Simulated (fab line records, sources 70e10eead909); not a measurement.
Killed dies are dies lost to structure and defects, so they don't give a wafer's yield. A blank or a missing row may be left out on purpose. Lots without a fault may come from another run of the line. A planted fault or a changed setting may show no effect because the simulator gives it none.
One fault seen from 2 desks | flow nand_harc | each desk has only its own numbers; what lay behind them comes last

THE TOOL OWNER'S DESK: rie_diel-01
The tool's own readings at NHARC_A_CONTACT_ETCH_89 (etches the open film in N2/H2, target depth 260 nm, time 475.3 s): means of the sampled wafers that have a number, for each lot that ran on this tool. A lot is out of limits, marked OUT, if its mean lies more than 4 standard deviations from the usual mean; the brackets give that distance.
Columns: A = drypump_motor_current_A at NHARC_A_CONTACT_ETCH_89, usual 5.6 A; B = oes_product_au at NHARC_A_CONTACT_ETCH_89, usual 1.000 a.u.; C = rf_vpp_V at NHARC_A_CONTACT_ETCH_89, usual 429.1 V; D = showerhead_plenum_p_Torr at NHARC_A_CONTACT_ETCH_89, usual 1.99 Torr; E = throttle_valve_pct at NHARC_A_CONTACT_ETCH_89, usual 14.173 %
lot  | first seen here | A   | B                | C     | D    | E
L465 | day 17 03:33    | 5.1 | 0.992            | 429.1 | 2.00 | 14.178
L466 | day 17 11:14    | 5.6 | 1.007            | 427.0 | 1.93 | 14.175
L470 | day 18 07:04    | 5.4 | 0.998            | 427.2 | 1.93 | 14.177
L469 | day 18 12:49    | 5.5 | 1.000            | 427.3 | 1.91 | 14.173
L473 | day 19 00:05    | 5.3 | 0.998            | 428.9 | 1.98 | 14.176
L472 | day 19 02:49    | 5.2 | 1.004            | 429.6 | 2.05 | 14.171
L476 | day 20 09:24    | 5.4 | 1.002            | 427.1 | 1.92 | 14.175
L481 | day 20 18:53    | 5.3 | 0.880 (-16) OUT  | 428.9 | 1.99 | 14.173
L487 | day 21 21:31    | 5.1 | 0.934 (-9.0) OUT | 428.6 | 1.99 | 14.172
This desk's finding: out of limits on L481, L487; first on L481, day 20 18:53 (oes_product_au at NHARC_A_CONTACT_ETCH_89). In limits: L465, L466, L470, L469, L473, L472, L476.

THE METROLOGY DESK
What the gauges read, lot by lot, whatever tool the lot ran on: means of the sampled wafers that have a number. A lot is out of limits, marked OUT, if its mean lies more than 4 standard deviations from the usual mean; the brackets give that distance.
Columns: A = cd_nm at NHARC_A_CONTACT_CD_MEAS_80, usual 189.7 nm
lot  | first seen here | A
L465 | day 16 23:56    | 188.6
L467 | day 17 05:11    | 189.5
L466 | day 17 07:55    | 189.5
L470 | day 18 02:23    | 189.9
L469 | day 18 05:52    | 190.3
L473 | day 18 19:42    | 190.3
L472 | day 18 21:38    | 189.4
L475 | day 19 08:31    | 190.8
L479 | day 19 18:17    | 189.2
L476 | day 20 03:51    | 189.8
L481 | day 20 14:30    | 190.3
L483 | day 20 23:50    | 190.7
L487 | day 21 17:47    | 189.8
This desk's finding: nothing out of limits on any of the 13 lots.

PUT TOGETHER
The tool owner's desk could have raised an alarm at day 20 18:53, on L481, L487.
The metrology desk saw nothing out of limits.
The metrology desk has L481, L487 on record, within its limits.
Of the lots named, all ran NHARC_A_CONTACT_ETCH_89 on rie_diel-01.

WHAT THE SIMULATOR HAD PUT IN
Process parameter drift: rie_diel-01, from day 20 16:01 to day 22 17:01, at NHARC_A_CONTACT_ETCH_89. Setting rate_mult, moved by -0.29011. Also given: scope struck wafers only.
Lots struck among those shown: L481, L487.
Hours from the fault's start to each desk's first reading out of limits: the tool owner's desk, 3.
